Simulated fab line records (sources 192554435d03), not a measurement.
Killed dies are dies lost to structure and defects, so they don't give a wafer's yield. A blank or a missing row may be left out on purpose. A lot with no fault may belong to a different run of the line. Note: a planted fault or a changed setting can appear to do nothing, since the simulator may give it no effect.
Check for tools in common	flow n5_finfet	9 lots and 27 wafers in the sample

REASON IT WAS OPENED
2 of 9 lots carry a flag on the reading GATE_OVL at N5_DUMMY_GATE_OVL_MEAS_16. No-fault wafers: -0.2 nm, standard deviation 0.62.
Rule: flag the lot when none of its wafers has a number, or when each of its wafers that has one lies beyond 4 standard deviations from that mean. The rest of the lots are taken to be sound.

lot	measured	on	GATE_OVL (nm), wafer by wafer	flag
L378	day 2 23:53	overlay-02	0.8 -0.1 0.0	
L380	day 3 12:22	overlay-01	-0.1 0.3 1.0	
L381	day 3 15:35	overlay-02	-0.6 -0.3 0.5	
L385	day 4 17:26	overlay-02	-0.2 -0.1 0.0	
L386	day 5 00:35	overlay-02	0.5 0.6 0.3	
L390	day 5 22:47	overlay-01	-0.6 -0.6 -0.5	
L398	day 7 22:43	overlay-01	0.1 -0.4 0.6	
L399	day 8 03:48	overlay-02	6.6 6.7 6.8	FLAGGED
L401	day 8 15:45	overlay-01	5.4 6.1 5.8	FLAGGED
On average the flagged lots' numbers are 6.2 nm, which is +6.4 nm against the usual, or +10 standard deviations.

LOT BY LOT: THE TOOL USED
Before the reading, the record contains 2 process steps out of a 1938-step route. In each cell: the tool, then ch and the chambers that the sampled wafers went through, then the start.
lot	flag	N5_STI_FIN_REVEAL_OXIDATION_31	N5_DUMMY_GATE_EXPOSE_12
L378		plasma_asher-01 ch 0,1, day 2 14:26	euv_scanner-02 ch 0, day 2 23:43
L380		plasma_asher-01 ch 0,1, day 3 03:05	euv_scanner-01 ch 0, day 3 12:11
L381		plasma_asher-02 ch 0,1, day 3 06:19	euv_scanner-02 ch 0, day 3 15:25
L385		plasma_asher-01 ch 0,1, day 4 08:16	euv_scanner-01 ch 0, day 4 17:16
L386		plasma_asher-01 ch 0,1, day 4 13:08	euv_scanner-01 ch 0, day 5 00:25
L390		plasma_asher-02 ch 1, day 5 13:32	euv_scanner-01 ch 0, day 5 22:37
L398		plasma_asher-02 ch 0,1, day 7 13:04	euv_scanner-01 ch 0, day 7 22:33
L399	FLAGGED	plasma_asher-01 ch 0,1, day 7 18:32	euv_scanner-01 ch 0, day 8 03:38
L401	FLAGGED	plasma_asher-01 ch 0,1, day 8 06:20	euv_scanner-01 ch 0, day 8 15:35
What the steps here do:
- N5_STI_FIN_REVEAL_OXIDATION_31: chemistry O2 PLASMA REMOTE, time 20 s.
- N5_DUMMY_GATE_EXPOSE_12: exposes mask GATE, target cd 25 nm.
- N5_DUMMY_GATE_OVL_MEAS_16

FLAGGED OVER TOTAL, TOOL BY TOOL (the gauges that took the reading come last)
step	tool	lots run	flagged	share of the flagged lots	sound lots run after its first flagged lot
N5_STI_FIN_REVEAL_OXIDATION_31	plasma_asher-01	6	2	all	0
N5_STI_FIN_REVEAL_OXIDATION_31	plasma_asher-02	3	0	none	-
N5_DUMMY_GATE_EXPOSE_12	euv_scanner-01	7	2	all	0
N5_DUMMY_GATE_EXPOSE_12	euv_scanner-02	2	0	none	-
N5_DUMMY_GATE_OVL_MEAS_16	overlay-01	4	1	some	0
N5_DUMMY_GATE_OVL_MEAS_16	overlay-02	5	1	some	0

THE TABLE: WHAT IT ALLOWS
Rows of the table that ran all the flagged lots, 2 in number: plasma_asher-01 at N5_STI_FIN_REVEAL_OXIDATION_31; euv_scanner-01 at N5_DUMMY_GATE_EXPOSE_12.
- plasma_asher-01 at N5_STI_FIN_REVEAL_OXIDATION_31: 2 of its 6 lots flagged. Last sound lot L386 at day 4 13:08, first flagged lot L399 at day 7 18:32; a fault beginning in between fits.
- euv_scanner-01 at N5_DUMMY_GATE_EXPOSE_12: 2 of its 7 lots flagged. Last sound lot L398 at day 7 22:33, first flagged lot L399 at day 8 03:38; a fault beginning in between fits.
Counting lots can't tell these 2 tools apart, because each fits a fault that began at some hour. More lots, or a look at what each step does to the wafer, might.

WHAT THE SIMULATOR PUT IN
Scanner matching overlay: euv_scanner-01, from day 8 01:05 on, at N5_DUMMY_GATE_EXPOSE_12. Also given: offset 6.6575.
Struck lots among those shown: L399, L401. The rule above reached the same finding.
